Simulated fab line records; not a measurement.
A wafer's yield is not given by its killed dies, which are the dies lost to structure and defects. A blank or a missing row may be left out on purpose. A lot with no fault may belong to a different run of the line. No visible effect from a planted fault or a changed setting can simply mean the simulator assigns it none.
8D (eight disciplines) problem report, filled in by code || flow n5Finfet || the parts of the form that need people (team, actions taken, sign-off) are left out

== 1. THE ISSUE ==
cdNm at N5_FIN_CUT_CD_MEAS_08 reads a mean of 27.25 nm on 9 wafers of 3 lots; wafers without a fault read 29.12 nm with a standard deviation of 0.21. That puts it -8.9 standard deviations away from the usual mean.
The step: target cd 29.1 nm.
First seen on wafer L103.2, day 6 04:00, on cdSem-01. Wafers with a number at this step in the record: 27, from 9 lots. Rule for "out", or "out of limits": more than 4 standard deviations from the usual mean. The other wafers with a number count as sound.

== 2. WHAT THIS IS AND IS NOT ==
{"question": "which readings at this step", "is": "cdNm", "is not": "-"}
{"question": "which lots", "is": "L103, L106, L108", "is not": "L102, L987, L991, L993, L995, L998"}
{"question": "which wafers of those lots", "is": "all that have a number", "is not": "-"}
{"question": "read on which gauges", "is": "cdSem-01, cdSem-02, cdSem-03", "is not": "-"}
{"question": "when", "is": "from day 6 04:00", "is not": "up to then (18 sound wafers)"}

== 3. THE SUSPECTS, EACH WITH WHAT RULES IT OUT ==
Counting: a tool at any process step up to the reading remains a suspect when it ran all the lots that are out and ran no sound lot after the first of those.
- ruled out: the gauge at N5_FIN_CUT_CD_MEAS_08. Those wafers that are out were read across 3 gauges (cdSem-01, cdSem-02, cdSem-03).
- rieDiel-06 at N5_FIN_SAQP_STRIP_70 (strips in N2/H2): kept. It processed each lot that is out, first L103 at day 6 01:24, and no sound lot thereafter; up to then, the last sound lot it processed was L991 at day 3 03:58.
- euvScanner-01 at N5_FIN_CUT_EXPOSE_05 (exposes mask FIN CUT): kept. It processed each lot that is out, first L103 at day 6 03:52, and no sound lot thereafter; up to then, the last sound lot it processed was L102 at day 5 21:04. On those wafers its own readings are out: exposureDoseMJCm2.
The count leaves euvScanner-01 at N5_FIN_CUT_EXPOSE_05 and rieDiel-06 at N5_FIN_SAQP_STRIP_70.

== 4. THE CAUSE (what the simulator had put in) ==
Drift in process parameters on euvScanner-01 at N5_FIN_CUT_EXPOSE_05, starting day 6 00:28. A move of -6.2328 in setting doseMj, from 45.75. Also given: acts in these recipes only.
This tool is one of the 2 suspects left after counting.

== 5. SEQUENCE OF EFFECTS, ordered by route ==
Each row: a reading whose mean over the struck wafers that have a number lies more than 3 standard deviations from the usual. Only readings for which the record gives a usual standard deviation are gone through. hours: the time from each lot's start at the first step in this table that gives one to its start at this step, as a median over the lots. sigmas: the change in usual standard deviations.
{"hours": 0, "step": "N5_FIN_CUT_EXPOSE_05", "reading": "exposureDoseMJCm2", "usual": 45.72, "on struck wafers": 40.67, "change": -5.05, "sigmas": "-99 or more"}
{"hours": 0, "step": "N5_FIN_CUT_CD_MEAS_08", "reading": "cdNm", "usual": "29.12 nm", "on struck wafers": 27.25, "change": -1.87, "sigmas": -8.9}
It contains these process steps:
- N5_FIN_CUT_EXPOSE_05: exposes mask FIN CUT.
Later measuring or inspecting steps at which every struck wafer that the step has a row for has a number for every such reading, and none has moved that far: N5_BEOL_M4_RC_MEAS_101.

== 6. WHAT WOULD HAVE CAUGHT IT SOONER ==
Counted from the fault's start at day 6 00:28, it took 4 hours until the first out-of-limits reading at a measuring or inspecting step in this record, taken at day 6 04:00.
Tool's own readings at N5_FIN_CUT_EXPOSE_05, exposureDoseMJCm2: out on all struck wafers the step has rows for; an alarm limit on them would have tripped on the first.
L106, L108, from the lots that are out (3), started N5_FIN_CUT_EXPOSE_05 on euvScanner-01 later than day 6 04:00. A hold on the tool at that time would have spared those 2.
